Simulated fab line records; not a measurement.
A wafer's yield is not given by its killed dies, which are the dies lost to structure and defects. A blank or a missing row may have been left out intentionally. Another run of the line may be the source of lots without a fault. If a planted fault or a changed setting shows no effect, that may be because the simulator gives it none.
Matching of chambers    flow n5-finfet    N5_SD_EPI_N_ETCH_35 on rie-diel-06 has 4 sister chambers
The step etches SOC in N2/H2, overetch 108 nm, time 486 s. 4 wafers are shown with their chamber, then 9 later ones without.

WAFERS PAIRED WITH THEIR CHAMBERS
wafer   chamber  throttle-valve-pct (%)
L087.3  3        23.95
L087.5  2        23.72
L090.5  0        24.43
L090.6  1        23.64

WAFERS WHOSE CHAMBER IS MISSING
wafer   throttle-valve-pct (%)
L093.2  23.97
L093.4  23.74
L093.5  23.74
L094.1  23.74
L094.2  23.64
L094.3  24.47
L095.2  23.76
L095.3  23.97
L095.5  23.98

THE CHAMBER EACH PASSED THROUGH
wafer   from the rows above  in truth
L093.2  3                    3
L093.4  2                    2
L093.5  2                    2
L094.1  2                    2
L094.2  1                    1
L094.3  0                    0
L095.2  2                    2
L095.3  3                    3
L095.5  3                    3
9 of 9 placed correctly. From these rows, 0 cannot be placed. Wrongly placed: 0.
How it was worked out, from the rows above alone: a wafer's distance from a chamber is the root of the sum, over the readings, of the square of ((its reading less the chamber's mean) divided by the reading's scatter). If the next closest chamber is less than 2 further off than the closest, the wafer can't be placed; otherwise it belongs to the closest. For every chamber, the mean is computed from those of its wafers that are shown. The scatter: root of mean squared gap, hidden wafer to nearest shown wafer, with one shown wafer a chamber.
